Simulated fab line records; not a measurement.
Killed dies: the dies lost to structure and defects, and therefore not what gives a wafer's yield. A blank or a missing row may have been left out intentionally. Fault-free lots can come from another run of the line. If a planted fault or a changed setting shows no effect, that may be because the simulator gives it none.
fab line records -- flow n5_finfet
record: lots: 7, wafers: 21
route steps=1938 shown BEOL_M6@1251 BEOL_M7@1308 BEOL_M8@1362
start_h: the number of hours between the record's first day and the start of the first shown wafer of the lot -- wait_h: time in hours since the lot's previous step -- " same as the row above -- L1.1+2: several wafers, shown together as one row -- - no value, or no start given -- * or withheld: withheld -- < > ~ a bound
route shown NAME@n: names a module that has steps shown in the file, with the first one's number in the route -- usual: average and standard deviation across the fault-free wafers -- same: alike in all rows -- chamber/n: place in a boat -- sites: each site's reading -- _std_site: standard deviation across them -- _edge_site: the outer-site mean with the inner-site mean subtracted -- radius_mm: how far each site lies from the wafer's centre -- mask NAME#n: copy n -- behind: the tool/chamber that last shaped the wafer -- hold: the reason the lot was held/the length of the hold in hours/how it ended -- device: names the non-switching transistor (n, p or np) -- end of line: the tests these same wafers got at the end of their route -- where a step has no rows: the recipe by itself -- killed: dies lost to structure and defects at the first sort, not the wafer's yield -- map: shows each die of a wafer: x if killed, . if not, _ if none is there
set.NAME: the setting as run; set.NAME@STEP: as run at that earlier step -- model.NAME: the simulator's own value behind a step, which no gauge read
one table per step and one row per wafer, for lots whose settings were changed on purpose
== steps ==
step: N5_BEOL_M6_ALD_77
recipe: material: TaN, target_thk_a: 20, temp_c: 275, ald_precursor_family: PDMAT, ald_co_reactant: NH3, pressure_torr: 3, carrier_flow_sccm: 1500, pulse_time_s: 2, purge_time_s: 3, co_reactant_purge_time_s: 2, co_reactant_pulse_time_s: 3, ald_cycles: 40, precursor_vessel_temp_c: 75, precursor_vessel_pressure_torr: 26.25, precursor_vessel_carrier_sccm: 1000
lot.wafer,tool,chamber,start_h,wait_h,set.co_reactant_pulse_time_s
L075.3+6,ald_metal-02,"3,0",189.52,0.1,2.777
L075.4,ald_metal-02,0,189.52,0.1,3
L076.3,ald_metal-02,2,199.71,0.0,3.621
L076.5+6,ald_metal-02,"1,0",199.71,0.0,3
L080.1+3,ald_metal-03,"1,3",218.52,0.0,3.548
L080.2,ald_metal-03,2,218.52,0.0,3
L081.1+2+4,ald_metal-02,"0,3,1",221.67,0.0,3
L083.2+5,ald_metal-03,"2,1",245.02,0.0,3.47
L083.6,ald_metal-03,0,245.02,0.0,3
L085.4+6,ald_metal-01,1,249.45,0.0,3
L085.5,ald_metal-01,0,249.45,0.0,2.643
L092.2+6,ald_metal-01,"1,0",306.17,0.0,3
L092.5,ald_metal-01,3,306.17,0.0,3.671
step: N5_BEOL_M6_SURFACE_TREAT_79
recipe: gas: Ar, time_s: *, ion_energy_ev: *, ion_current_ma_cm2: 0.5, pressure_mtorr: *, ar_flow_sccm: 30
step: N5_BEOL_M6_CVD_78
recipe: material: Co, target_thk_a: 20, temp_c: withheld, precursor: CCTBA/H2, pressure_torr: 30, time_s: 142.3
step: N5_BEOL_M6_ECD_50
recipe: material: Cu, target_thk_a: 3000
step: N5_BEOL_M6_ANNEAL_51
recipe: temp_c: 225, time_s: 90, ambient: N2
step: N5_BEOL_M6_CMP_52
recipe: stop_on: SiCOH_lowk, t_overpolish_s: 6.9, down_force_psi: 1, platen_rpm: 50, clearing_platen_down_force_psi: 1.5, clearing_platen_rpm: 50, post_cmp_clean: cu_alkaline, target_thk_nm: 80, clearing_platen_pad_velocity_m_s: 0.99484, pad_velocity_m_s: 0.99484
lot.wafer,tool,chamber,start_h,wait_h,set.time_s@BEOL_M6_TRENCH_ETCH_37,model.Cu_of_BEOL_M6_ECD_50.thk_nm
L075.3,cmp-03,3,191.27,0.2,31.5,78.4
L075.4,cmp-03,0,191.27,0.2,31.5,81.6
L075.6,cmp-03,0,191.27,0.2,31.5,81.8
L076.3,cmp-01,3,200.94,0.2,37.34,98.8
L076.5,cmp-01,2,200.94,0.2,31.5,79.8
L076.6,cmp-01,3,200.94,0.2,37.34,97.6
L080.1,cmp-03,1,219.91,0.3,31.5,81.8
L080.3,cmp-03,2,219.91,0.3,31.5,78.4
L080.2,cmp-03,0,219.91,0.3,31.5,81.4
L081.4,cmp-02,3,222.66,0.1,31.5,80.6
L081.1,cmp-02,0,222.66,0.1,31.5,81.8
L081.2,cmp-02,2,222.66,0.1,31.5,77.8
L083.2,cmp-02,1,246.27,0.4,31.5,79.6
L083.5,cmp-02,0,246.27,0.4,26.38,65.4
L083.6,cmp-02,1,246.27,0.4,26.38,64
L085.4,cmp-02,0,252.64,0.2,25.6,61.4
L085.6,cmp-02,2,252.64,0.2,31.5,77.8
L085.5,cmp-02,3,252.64,0.2,31.5,78.4
L092.2+5,cmp-01,"3,0",307.42,0.3,31.5,79.4
L092.6,cmp-01,1,307.42,0.3,31.5,81.2
step: N5_BEOL_M6_THK_MEAS_53
recipe: thk_meas_gauge: xrf, reads: Cu_of_BEOL_M6_ECD_50
usual: M6_THK: 80.1/1.6
lot.wafer,tool,chamber,start_h,wait_h,set.time_s@BEOL_M6_TRENCH_ETCH_37,M6_THK[nm]
L075.3,film_metro-01,-,191.56,-,31.5,77.8
L075.4,film_metro-01,-,191.56,-,31.5,81.1
L075.6,film_metro-01,-,191.56,-,31.5,81.4
L076.3,film_metro-01,-,201.20,-,37.34,99.5
L076.5,film_metro-01,-,201.20,-,31.5,80.0
L076.6,film_metro-01,-,201.20,-,37.34,98.0
L080.1,film_metro-02,-,220.21,-,31.5,83.1
L080.2,film_metro-02,-,220.21,-,31.5,82.3
L080.3,film_metro-02,-,220.21,-,31.5,79.6
L081.1,film_metro-01,-,222.95,-,31.5,82.0
L081.2,film_metro-01,-,222.95,-,31.5,77.9
L081.4,film_metro-01,-,222.95,-,31.5,80.7
L083.2,film_metro-02,-,246.53,-,31.5,79.7
L083.5,film_metro-02,-,246.53,-,26.38,65.4
L083.6,film_metro-02,-,246.53,-,26.38,64.1
L085.4,film_metro-01,-,252.86,-,25.6,61.8
L085.5,film_metro-01,-,252.86,-,31.5,78.5
L085.6,film_metro-01,-,252.86,-,31.5,78.2
L092.2,film_metro-01,-,307.61,-,31.5,79.3
L092.5,film_metro-01,-,307.61,-,31.5,79.7
L092.6,film_metro-01,-,307.61,-,31.5,81.6
step: N5_BEOL_M6_PRE_CLEAN_55
recipe: gas: NH3, time_s: 15, temp_c: withheld, rf_power_w: 300
step: N5_BEOL_M6_DEP_56
recipe: material: SiCN, target_thk_a: 100, temp_c: withheld, precursor: 3MS/NH3, pressure_torr: 3, rf_w: 202, time_s: 17.5
step: N5_BEOL_M6_RS_MEAS_57
recipe: thk_meas_gauge: four-point-probe, reads: Cu_of_BEOL_M6_ECD_50+Co_of_BEOL_M6_CVD_78+TaN_of_BEOL_M6_ALD_77
usual: M6_RS: 0.286/0.0061
lot.wafer,tool,chamber,start_h,wait_h,set.time_s@BEOL_M6_TRENCH_ETCH_37,M6_RS[ohm/sq]
L075.3,film_metro-01,-,191.69,0.1,31.5,0.292
L075.4,film_metro-01,-,191.69,0.1,31.5,0.279
L075.6,film_metro-01,-,191.69,0.1,31.5,0.278
L076.3,film_metro-01,-,201.36,0.1,37.34,0.223
L076.5,film_metro-01,-,201.36,0.1,31.5,0.286
L076.6,film_metro-01,-,201.36,0.1,37.34,0.226
L080.1,film_metro-02,-,220.37,0.1,31.5,0.278
L080.2,film_metro-02,-,220.37,0.1,31.5,0.280
L080.3,film_metro-02,-,220.37,0.1,31.5,0.292
L081.1,film_metro-01,-,223.08,0.1,31.5,0.277
L081.2,film_metro-01,-,223.08,0.1,31.5,0.294
L081.4,film_metro-01,-,223.08,0.1,31.5,0.283
L083.2,film_metro-02,-,246.66,0.1,31.5,0.288
L083.5,film_metro-02,-,246.66,0.1,26.38,0.363
L083.6,film_metro-02,-,246.66,0.1,26.38,0.373
L085.4,film_metro-01,-,252.99,0.0,25.6,0.392
L085.5,film_metro-01,-,252.99,0.0,31.5,0.292
L085.6,film_metro-01,-,252.99,0.0,31.5,0.294
L092.2,film_metro-01,-,307.74,0.1,31.5,0.287
L092.5,film_metro-01,-,307.74,0.1,31.5,0.287
L092.6,film_metro-01,-,307.74,0.1,31.5,0.280
step: N5_BEOL_M7_TRENCH_ETCH_37
recipe: chemistry: C4F6/O2, target_depth_a: 934.78, target: SiCOH_lowk, time_s: 31.2, ion_energy_ev: 250, pressure_mtorr: 30, source_w: 345, bias_w: 185, Ar_flow_sccm: 300, C4F6_flow_sccm: 10, O2_flow_sccm: 10
usual: rf_vpp_V: 664/8.8
lot.wafer,tool,chamber,start_h,wait_h,set.bias_w,rf_vpp_V
L075.3,rie_diel-01,1,-,-,185,653
L075.4,rie_diel-01,0,-,-,185,676
L075.6,rie_diel-01,3,-,-,158.4,589
L076.3,rie_diel-02,0,-,-,185,658
L076.5,rie_diel-02,2,-,-,195.7,690
L076.6,rie_diel-02,1,-,-,195.7,689
L080.1,rie_diel-01,2,-,-,185,663
L080.2,rie_diel-01,1,-,-,215.3,736
L080.3,rie_diel-01,3,-,-,215.3,751
L081.1,rie_diel-01,1,-,-,185,652
L081.2,rie_diel-01,0,-,-,185,676
L081.4,rie_diel-01,2,-,-,185,664
L083.2,rie_diel-01,1,-,-,196.7,686
L083.5,rie_diel-01,1,-,-,196.7,684
L083.6,rie_diel-01,0,-,-,196.7,711
L085.4,rie_diel-02,0,-,-,208.8,724
L085.5,rie_diel-02,2,-,-,208.8,726
L085.6,rie_diel-02,1,-,-,208.8,724
L092.2,rie_diel-02,2,-,-,215.2,745
L092.5,rie_diel-02,2,-,-,215.2,744
L092.6,rie_diel-02,1,-,-,185,657
step: N5_BEOL_M7_ETCH_41
recipe: chemistry: CH3F/O2, target: SiCN, target_depth_a: 319, taper_deg: 2, time_s: 57.8, ion_energy_ev: 120, mask_material: TiN, pressure_mtorr: 30, source_w: 395, bias_w: 75, Ar_flow_sccm: 150, CH3F_flow_sccm: 30, O2_flow_sccm: 20
usual: rf_vpp_V: 296.8/1.5
lot.wafer,tool,chamber,start_h,wait_h,set.source_w,rf_vpp_V,model.etch.depth_nm
L075.3,rie_diel-01,1,-,-,344.8,308.1,20.52
L075.4,rie_diel-01,0,-,-,395,298.5,21.72
L075.6,rie_diel-01,3,-,-,344.8,309.9,20.92
L076.3,rie_diel-02,0,-,-,395,297.2,21.67
L076.5,rie_diel-02,2,-,-,395,298.0,22.12
L076.6,rie_diel-02,1,-,-,395,295.7,22.02
L080.1,rie_diel-01,2,-,-,395,295.3,22.36
L080.2,rie_diel-01,1,-,-,414.8,290.6,22.3
L080.3,rie_diel-01,3,-,-,395,295.5,22.2
L081.1,rie_diel-01,1,-,-,395,295.2,21.56
L081.2,rie_diel-01,0,-,-,395,298.6,21.46
L081.4,rie_diel-01,2,-,-,395,298.6,22
L083.2,rie_diel-01,1,-,-,446.1,285.6,22.37
L083.5,rie_diel-01,1,-,-,395,295.3,21.31
L083.6,rie_diel-01,0,-,-,446.1,286.4,22.54
L085.4,rie_diel-02,0,-,-,395,296.3,21.97
L085.5,rie_diel-02,2,-,-,376.5,300.4,21.8
L085.6,rie_diel-02,1,-,-,395,296.5,22.31
L092.2,rie_diel-02,2,-,-,429.2,286.9,22.68
L092.5,rie_diel-02,2,-,-,395,296.0,22.28
L092.6,rie_diel-02,1,-,-,429.2,288.1,22.74
step: N5_BEOL_M8_EXPOSE_25
recipe: mask_id: V7, na: 0.33, source_shape: annular, sigma_inner: 0.4, sigma_outer: 0.8, polarization: unpolarized, target_cd_nm: 40, dose_mj: 42.5
lot.wafer,tool,chamber,start_h,wait_h,mask,set.dose_mj
L075.3+4+6,euv_scanner-02,0,204.40,-,V7#0,44.1
L076.3+6,euv_scanner-02,0,213.91,-,V7#0,43.39
L076.5,euv_scanner-02,0,213.91,-,V7#0,42.5
L080.1,euv_scanner-01,0,231.72,-,V7#0,43.62
L080.2+3,euv_scanner-01,0,231.72,-,V7#0,42.5
L081.1+2+4,euv_scanner-01,0,234.35,-,V7#0,42.5
L083.2+5,euv_scanner-02,0,258.97,-,V7#0,44.63
L083.6,euv_scanner-02,0,258.97,-,V7#0,42.5
L085.4+5+6,euv_scanner-01,0,261.71,-,V7#0,42.5
L092.2+5,euv_scanner-01,0,322.36,-,V7#0,42.5
L092.6,euv_scanner-01,0,322.36,-,V7#0,43.46
step: N5_BEOL_M8_PEB_26
recipe: peb_temp_c: 100, peb_time_s: 60, resist: CAR-EUV
step: N5_BEOL_M8_DEVELOP_27
recipe: develop_time_s: 30, developer: TMAH, resist: CAR-EUV, rinse_liquid: surfactant_rinse, dry: air_spin, dev_temp_c: 23
step: N5_BEOL_M8_DESCUM_33
recipe: chemistry: O2, time_s: 7, source_power_w: 50, bias_power_w: 20, pressure_mtorr: 20, rf_frequency_hz: 2.712e+07, temp_c: 40, resist: CAR-EUV, o2_flow_sccm: 225
lot.wafer,tool,chamber,start_h,wait_h,set.dose_mj@BEOL_M8_EXPOSE_25,model.BEOL_M8.cd_nm
L075.3+4,rie_diel-04,"2,0",204.64,0.0,44.1,40.8
L075.6,rie_diel-04,2,204.64,0.0,44.1,41
L076.3+6,rie_diel-05,"1,0",214.59,0.5,43.39,40.2
L076.5,rie_diel-05,3,214.59,0.5,42.5,40
L080.1,rie_diel-03,2,231.97,0.0,43.62,40.6
L080.2+3,rie_diel-03,"1,3",231.97,0.0,42.5,40
L081.1+4,rie_diel-04,"2,1",234.61,0.0,42.5,40
L081.2,rie_diel-04,0,234.61,0.0,42.5,39.8
L083.2,rie_diel-03,3,259.29,0.1,44.63,40.8
L083.5,rie_diel-03,2,259.29,0.1,44.63,41
L083.6,rie_diel-03,1,259.29,0.1,42.5,40
L085.4,rie_diel-05,2,261.97,0.1,42.5,39.8
L085.5+6,rie_diel-05,"3,1",261.97,0.1,42.5,40
L092.2,rie_diel-04,0,322.90,0.3,42.5,39.8
L092.5,rie_diel-04,2,322.90,0.3,42.5,40
L092.6,rie_diel-04,3,322.90,0.3,43.46,40.6
step: N5_BEOL_M8_ETCH_72
recipe: chemistry: N2/H2, target: underlayer, target_depth_a: 65, mask_material: CAR-EUV, time_s: 5.2, ion_energy_ev: 200, pressure_mtorr: 30, source_w: 840, bias_w: 150, n2_flow_sccm: 200, h2_flow_sccm: 200, ends: cleared
lot.wafer,tool,chamber,start_h,wait_h,set.dose_mj@BEOL_M8_EXPOSE_25,model.BEOL_M8.cd_nm
L075.3+4,rie_diel-04,"2,0",204.67,0.0,44.1,40.8
L075.6,rie_diel-04,2,204.67,0.0,44.1,41
L076.3,rie_diel-05,1,214.62,0.0,43.39,40.2
L076.5,rie_diel-05,3,214.62,0.0,42.5,40
L076.6,rie_diel-05,0,214.62,0.0,43.39,40.4
L080.1,rie_diel-03,2,232.01,0.0,43.62,40.6
L080.2+3,rie_diel-03,"1,3",232.01,0.0,42.5,40
L081.1+4,rie_diel-04,"2,1",234.64,0.0,42.5,40
L081.2,rie_diel-04,0,234.64,0.0,42.5,39.8
L083.2,rie_diel-03,3,259.32,0.0,44.63,41
L083.5,rie_diel-03,2,259.32,0.0,44.63,40.8
L083.6,rie_diel-03,1,259.32,0.0,42.5,40
L085.4,rie_diel-05,2,262.00,0.0,42.5,39.8
L085.5+6,rie_diel-05,"3,1",262.00,0.0,42.5,40
L092.2,rie_diel-04,0,322.93,0.0,42.5,39.8
L092.5,rie_diel-04,2,322.93,0.0,42.5,40.2
L092.6,rie_diel-04,3,322.93,0.0,43.46,40.4
step: N5_BEOL_M8_ETCH_65
recipe: chemistry: CF4, target: SiARC, target_depth_a: 156, mask_material: CAR-EUV, time_s: 26, ion_energy_ev: 80, pressure_mtorr: 40, source_w: 545, bias_w: 36, Ar_flow_sccm: 100, cf4_flow_sccm: 100, ends: cleared
step: N5_BEOL_M8_ETCH_66
recipe: chemistry: N2/H2, target: SOC, target_depth_a: 800, overetch_a: 160, mask_material: SiARC, temp_c: 40, time_s: 120, ion_energy_ev: 200, pressure_mtorr: 30, source_w: 840, bias_w: 150, n2_flow_sccm: 200, h2_flow_sccm: 200
lot.wafer,tool,chamber,start_h,wait_h,set.dose_mj@BEOL_M8_EXPOSE_25,model.BEOL_M8.cd_nm
L075.3,rie_diel-04,2,204.72,0.0,44.1,40.8
L075.4,rie_diel-04,0,204.72,0.0,44.1,40.6
L075.6,rie_diel-04,2,204.72,0.0,44.1,41
L076.3,rie_diel-05,1,214.67,0.0,43.39,40
L076.5,rie_diel-05,3,214.67,0.0,42.5,39.8
L076.6,rie_diel-05,0,214.67,0.0,43.39,40.2
L080.1,rie_diel-03,2,232.05,0.0,43.62,40.6
L080.2,rie_diel-03,1,232.05,0.0,42.5,40.2
L080.3,rie_diel-03,3,232.05,0.0,42.5,39.8
L081.1,rie_diel-04,2,234.69,0.0,42.5,39.8
L081.2,rie_diel-04,0,234.69,0.0,42.5,39.6
L081.4,rie_diel-04,1,234.69,0.0,42.5,40
L083.2+5,rie_diel-03,"3,2",259.37,0.0,44.63,41
L083.6,rie_diel-03,1,259.37,0.0,42.5,40
L085.4+5+6,rie_diel-05,"2,3,1",262.07,0.0,42.5,40
L092.2,rie_diel-04,0,322.98,0.0,42.5,40
L092.5,rie_diel-04,2,322.98,0.0,42.5,40.2
L092.6,rie_diel-04,3,322.98,0.0,43.46,40.4
step: N5_BEOL_M8_STRIP_69
recipe: chemistry: N2/H2, temp_c: 40, n2_flow_sccm: 200, h2_flow_sccm: 200, rf_frequency_hz: 6e+07
step: N5_BEOL_M8_STRIP_73
recipe: chemistry: N2/H2, temp_c: 40, n2_flow_sccm: 200, h2_flow_sccm: 200, rf_frequency_hz: 6e+07
step: N5_BEOL_M8_VIA_ETCH_34
recipe: chemistry: C4F6/O2, target: SiCOH_lowk, target_depth_a: 1255, mask_material: SOC, taper_deg: 4, time_s: 50.5, ion_energy_ev: 250, pressure_mtorr: 30, source_w: 345, bias_w: 185, Ar_flow_sccm: 300, C4F6_flow_sccm: 10, O2_flow_sccm: 10
lot.wafer,tool,chamber,start_h,wait_h,set.dose_mj@BEOL_M8_EXPOSE_25,model.BEOL_M8.cd_nm
L075.3+4,rie_diel-04,"2,0",204.82,0.0,44.1,40.8
L075.6,rie_diel-04,2,204.82,0.0,44.1,41
L076.3,rie_diel-05,1,214.77,0.0,43.39,40
L076.5,rie_diel-05,3,214.77,0.0,42.5,39.8
L076.6,rie_diel-05,0,214.77,0.0,43.39,40.4
L080.1,rie_diel-03,2,232.15,0.0,43.62,40.8
L080.2,rie_diel-03,1,232.15,0.0,42.5,40.2
L080.3,rie_diel-03,3,232.15,0.0,42.5,39.8
L081.1+2,rie_diel-04,"2,0",234.79,0.0,42.5,39.8
L081.4,rie_diel-04,1,234.79,0.0,42.5,40
L083.2,rie_diel-03,3,259.47,0.0,44.63,41
L083.5,rie_diel-03,2,259.47,0.0,44.63,41.2
L083.6,rie_diel-03,1,259.47,0.0,42.5,40
L085.4+5,rie_diel-05,"2,3",262.16,0.0,42.5,40
L085.6,rie_diel-05,1,262.16,0.0,42.5,39.8
L092.2,rie_diel-04,0,323.08,0.0,42.5,40
L092.5,rie_diel-04,2,323.08,0.0,42.5,40.2
L092.6,rie_diel-04,3,323.08,0.0,43.46,40.4
== key ==
split: step: N5_BEOL_M6_ALD_77, setting: co_reactant_pulse_time_s, stated: 3, by: wafer
response none clear
split: step: N5_BEOL_M7_TRENCH_ETCH_37, setting: bias_w, stated: 185, by: wafer
response: step: N5_BEOL_M7_TRENCH_ETCH_37, reading: rf_vpp_V, change: +5.18, per: 1%, r: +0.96
split: step: N5_BEOL_M7_ETCH_41, setting: source_w, stated: 395, by: wafer
response: step: N5_BEOL_M7_ETCH_41, reading: rf_vpp_V, change: -0.819, per: 1%, r: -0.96
response: step: N5_BEOL_M7_ETCH_41, reading: model.etch.depth_nm, change: +0.0728, per: 1%, r: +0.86
split: step: N5_BEOL_M8_EXPOSE_25, setting: dose_mj, stated: 42.5, by: wafer
response: step: N5_BEOL_M8_DESCUM_33, reading: model.BEOL_M8.cd_nm, change: +0.195, per: 1%, r: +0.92
response: step: N5_BEOL_M8_ETCH_72, reading: model.BEOL_M8.cd_nm, change: +0.183, per: 1%, r: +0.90
response: step: N5_BEOL_M8_ETCH_66, reading: model.BEOL_M8.cd_nm, change: +0.19, per: 1%, r: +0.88
response: step: N5_BEOL_M8_VIA_ETCH_34, reading: model.BEOL_M8.cd_nm, change: +0.22, per: 1%, r: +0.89
split outside_this_file step=N5_BEOL_M6_TRENCH_ETCH_37 setting=time_s
split outside_this_file: this setting was split too, and the file shows its column; the key of that split is in another file
